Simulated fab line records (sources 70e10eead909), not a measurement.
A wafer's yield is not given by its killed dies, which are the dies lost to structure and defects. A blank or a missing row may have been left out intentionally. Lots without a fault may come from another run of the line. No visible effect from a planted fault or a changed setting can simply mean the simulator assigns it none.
Which tool is to blame? + flow nand harc + 13 lots, 39 wafers sampled, at 4 steps of a route of 1302

WHAT THE GAUGES SHOWED, per wafer
NHARC_END_SORT_01.
| lot  | measured     | on        | defect limited yield (%) | killed at array | killed at other | killed at periphery | killed dies | killed open | killed short |
|------|--------------|-----------|--------------------------|-----------------|-----------------|---------------------|-------------|-------------|--------------|
| L284 | day 24 08:47 | prober-02 | 90.7 92.2 92.3           | 58 49 52        | 4 2 0           | 1 2 0               | 63 53 52    | 5 4 2       | 4 2 2        |
| L285 | day 25 06:48 | prober-01 | 88.9 90.1 88.5           | 71 60 64        | 0 3 1           | 4 4 13              | 75 67 78    | 4 3 1       | 3 1 0        |
| L287 | day 25 06:49 | prober-02 | 86.3 86.0 87.7           | 87 90 68        | 0 0 0           | 6 5 15              | 93 95 83    | 5 4 2       | 3 6 5        |
| L288 | day 25 18:08 | prober-01 | 86.9 86.4 86.9           | 85 87 86        | 0 0 0           | 4 5 3               | 89 92 89    | 3 6 8       | 2 0 3        |
| L289 | day 26 01:53 | prober-02 | 95.0 95.1 94.2           | 32 32 35        | 0 0 0           | 2 1 4               | 34 33 39    | 5 1 5       | 3 2 2        |
| L295 | day 29 09:35 | prober-01 | 92.8 90.7 92.0           | 44 53 46        | 2 0 0           | 3 10 8              | 49 63 54    | 1 3 2       | 2 2 0        |
| L296 | day 29 00:13 | prober-02 | 76.5 75.8 81.5           | 69 69 67        | 88 93 54        | 2 2 4               | 159 164 125 | 3 5 2       | 0 3 1        |
| L297 | day 29 10:23 | prober-02 | 77.3 81.5 85.1           | 45 56 46        | 99 68 49        | 10 1 6              | 154 125 101 | 5 4 2       | 2 1 0        |
| L301 | day 30 21:46 | prober-02 | 87.7 87.6 87.3           | 80 81 83        | 1 0 0           | 2 3 3               | 83 84 86    | 5 3 6       | 1 3 2        |
| L300 | day 31 12:14 | prober-01 | 87.4 86.9 85.4           | 78 84 94        | 0 0 0           | 7 5 5               | 85 89 99    | 6 0 3       | 2 0 4        |
| L305 | day 32 04:21 | prober-02 | 90.0 89.7 89.8           | 62 65 63        | 1 1 0           | 5 4 6               | 68 70 69    | 7 2 7       | 2 0 1        |
| L304 | day 33 05:26 | prober-02 | 88.6 86.4 86.6           | 67 88 87        | 0 1 0           | 10 3 4              | 77 92 91    | 1 6 2       | 2 3 3        |
| L307 | day 34 14:34 | prober-01 | 91.4 90.1 92.6           | 58 63 45        | 0 0 2           | 0 4 3               | 58 67 50    | 2 2 6       | 2 4 1        |

WHAT TOOL EACH LOT RAN ON (gives the tool, then ch and the chambers of the sampled wafers, and finally the start)
| lot  | NHARC_HYBRID_BOND_PRECLEAN_01       | NHARC_THIN_TSV_DESCUM_35           | NHARC_THIN_TSV_ETCH_59            |
|------|-------------------------------------|------------------------------------|-----------------------------------|
| L284 | wet bench-08 ch 1,4,7, day 23 04:43 | rie diel-09 ch 0,3, day 23 23:01   | rie metal-03 ch 0, day 23 23:10   |
| L285 | wet bench-08 ch 2,3,5, day 24 02:25 | rie diel-09 ch 0,1,3, day 24 20:32 | rie metal-03 ch 0,1, day 24 20:40 |
| L287 | wet bench-10 ch 1,3,4, day 24 02:42 | rie diel-10 ch 1,2, day 24 21:43   | rie metal-02 ch 0,1, day 24 21:50 |
| L288 | wet bench-10 ch 0,5,7, day 24 16:43 | rie diel-07 ch 0,1,3, day 25 09:16 | rie metal-02 ch 0, day 25 09:23   |
| L289 | wet bench-10 ch 5,6,7, day 24 19:10 | rie diel-10 ch 0,1,3, day 25 13:34 | rie metal-02 ch 1, day 25 13:40   |
| L295 | wet bench-10 ch 1,2,6, day 27 19:28 | rie diel-10 ch 1,2, day 28 14:03   | rie metal-02 ch 0,1, day 28 14:15 |
| L296 | wet bench-10 ch 3,4,5, day 27 20:32 | rie diel-09 ch 2, day 28 14:41     | rie metal-03 ch 0,1, day 28 14:52 |
| L297 | wet bench-10 ch 3,6,7, day 28 07:13 | rie diel-10 ch 0,1,2, day 29 01:02 | rie metal-01 ch 0,1, day 29 01:09 |
| L301 | wet bench-08 ch 1,2,4, day 29 15:05 | rie diel-07 ch 0,1,2, day 30 11:27 | rie metal-01 ch 0,1, day 30 11:35 |
| L300 | wet bench-08 ch 2,3,7, day 30 07:55 | rie diel-07 ch 0,1, day 31 03:11   | rie metal-01 ch 0,1, day 31 03:22 |
| L305 | wet bench-10 ch 4,5,6, day 31 01:13 | rie diel-10 ch 0,1,3, day 31 19:22 | rie metal-02 ch 0,1, day 31 19:30 |
| L304 | wet bench-10 ch 0,1,6, day 31 17:52 | rie diel-10 ch 1,2, day 32 19:32   | rie metal-02 ch 0,1, day 32 19:44 |
| L307 | wet bench-10 ch 0,1,4, day 33 08:52 | rie diel-09 ch 1,2, day 34 04:55   | rie metal-03 ch 0,1, day 34 05:01 |
- NHARC_HYBRID_BOND_PRECLEAN_01: cleans in DIW, time 300 s.
- NHARC_THIN_TSV_DESCUM_35: chemistry O2, time 3 s.
- NHARC_THIN_TSV_ETCH_59: etches the open film in Cl2/BCl3, target depth 880 nm, time 138.1 s.

WHAT THE TOOLS THEMSELVES READ (means of the sampled wafers that have a number; where no wafer has one, the mark that the record gives instead)
NHARC_THIN_TSV_DESCUM_35.
| lot  | tool        | chamber pressure mTorr (mTorr) | drypump motor current A (A) | oes product au (a.u.) | rf vpp V (V) | showerhead plenum p Torr (Torr) | throttle valve pct (%) |
|------|-------------|--------------------------------|-----------------------------|-----------------------|--------------|---------------------------------|------------------------|
| L284 | rie diel-09 | 60.02                          | 6.1                         | 1.007                 | 57.1         | 1.92                            | 11.310                 |
| L285 | rie diel-09 | 60.03                          | 5.9                         | 1.000                 | 58.4         | 1.91                            | 11.315                 |
| L287 | rie diel-10 | 60.00                          | 5.4                         | 1.000                 | 57.7         | 1.88                            | 11.306                 |
| L288 | rie diel-07 | 60.00                          | 5.8                         | 0.993                 | 58.2         | 1.97                            | 11.311                 |
| L289 | rie diel-10 | 60.00                          | 5.3                         | 1.008                 | 57.8         | 1.90                            | 11.311                 |
| L295 | rie diel-10 | 60.04                          | 5.4                         | 1.002                 | 57.8         | 1.88                            | 11.308                 |
| L296 | rie diel-09 | 59.97                          | 6.0                         | 1.005                 | 58.1         | 1.91                            | 11.307                 |
| L297 | rie diel-10 | 60.01                          | 5.6                         | 1.006                 | 58.0         | 1.89                            | 11.313                 |
| L301 | rie diel-07 | 59.98                          | 5.8                         | 1.000                 | 58.1         | 1.95                            | 11.315                 |
| L300 | rie diel-07 | 60.01                          | 6.1                         | 0.999                 | 58.1         | 1.89                            | 11.316                 |
| L305 | rie diel-10 | 59.98                          | 5.3                         | 1.006                 | 57.9         | 1.90                            | 11.303                 |
| L304 | rie diel-10 | 60.07                          | 5.4                         | 1.015                 | 57.8         | 1.88                            | 11.313                 |
| L307 | rie diel-09 | 60.00                          | 5.9                         | 0.992                 | 57.5         | 1.87                            | 11.304                 |

NHARC_THIN_TSV_ETCH_59.
| lot  | tool         | chamber pressure mTorr (mTorr) | drypump motor current A (A) | mfc cl2 sccm (sccm) | oes product au (a.u.) | throttle valve pct (%) |
|------|--------------|--------------------------------|-----------------------------|---------------------|-----------------------|------------------------|
| L284 | rie metal-03 | 9.996                          | 6.6                         | 59.87               | 1.013                 | 22.260                 |
| L285 | rie metal-03 | 9.999                          | 6.3                         | 60.01               | 1.011                 | 22.259                 |
| L287 | rie metal-02 | 9.994                          | 5.8                         | 59.98               | 1.004                 | 22.261                 |
| L288 | rie metal-02 | 10.002                         | 5.9                         | 59.96               | 0.991                 | 22.268                 |
| L289 | rie metal-02 | 10.002                         | 5.7                         | 60.06               | 1.002                 | 22.264                 |
| L295 | rie metal-02 | 10.009                         | 5.8                         | 60.07               | 0.995                 | 22.267                 |
| L296 | rie metal-03 | 10.003                         | 5.9                         | 60.18               | 1.003                 | 22.264                 |
| L297 | rie metal-01 | 10.008                         | 6.0                         | 59.83               | 0.997                 | 22.273                 |
| L301 | rie metal-01 | 9.989                          | 6.0                         | 59.99               | 1.003                 | 22.267                 |
| L300 | rie metal-01 | 9.994                          | 5.8                         | 60.00               | 0.997                 | 22.265                 |
| L305 | rie metal-02 | 10.004                         | 5.8                         | 60.04               | 0.998                 | 22.261                 |
| L304 | rie metal-02 | 10.004                         | 5.8                         | 59.99               | 0.995                 | 22.262                 |
| L307 | rie metal-03 | 10.002                         | 6.3                         | 60.05               | 1.010                 | 22.261                 |

THE ANSWER, worked out from the rows above alone
Rule: usual is defined by the lots themselves. Put in order of their means at a reading, lots are off if they are a third of the lots or fewer, leave a main group of 4 or more, and stand apart from it by a gap of 3 or more times the standard deviation of the main group's means; of several such gaps the widest counts. A main group is skipped when, at the precision printed for the reading in the tables above, its means are all equal. Also off: a lot with no number at a reading for which 4 or more lots have one. Where the step has rows for the other lots, those lots are counted as sound. After the gauges, taken in route order, come the tools' own readings; for these a lot's mean is taken, as printed above. At the first step where some lot is off, the reading lying furthest off is the one used; lots without a number count as furthest.
Off: L296, L297, at NHARC_END_SORT_01 (killed at other). The main group has a mean of 0.5 with a standard deviation of 0.61.
A tool fits if, at a process step before that reading, it ran every lot that is off, and no sound lot after the first of them. Those tools and the gauges at NHARC_END_SORT_01 are tried in the same way. Of those tried, none fits.

WHAT THE SIMULATOR HAD PUT IN
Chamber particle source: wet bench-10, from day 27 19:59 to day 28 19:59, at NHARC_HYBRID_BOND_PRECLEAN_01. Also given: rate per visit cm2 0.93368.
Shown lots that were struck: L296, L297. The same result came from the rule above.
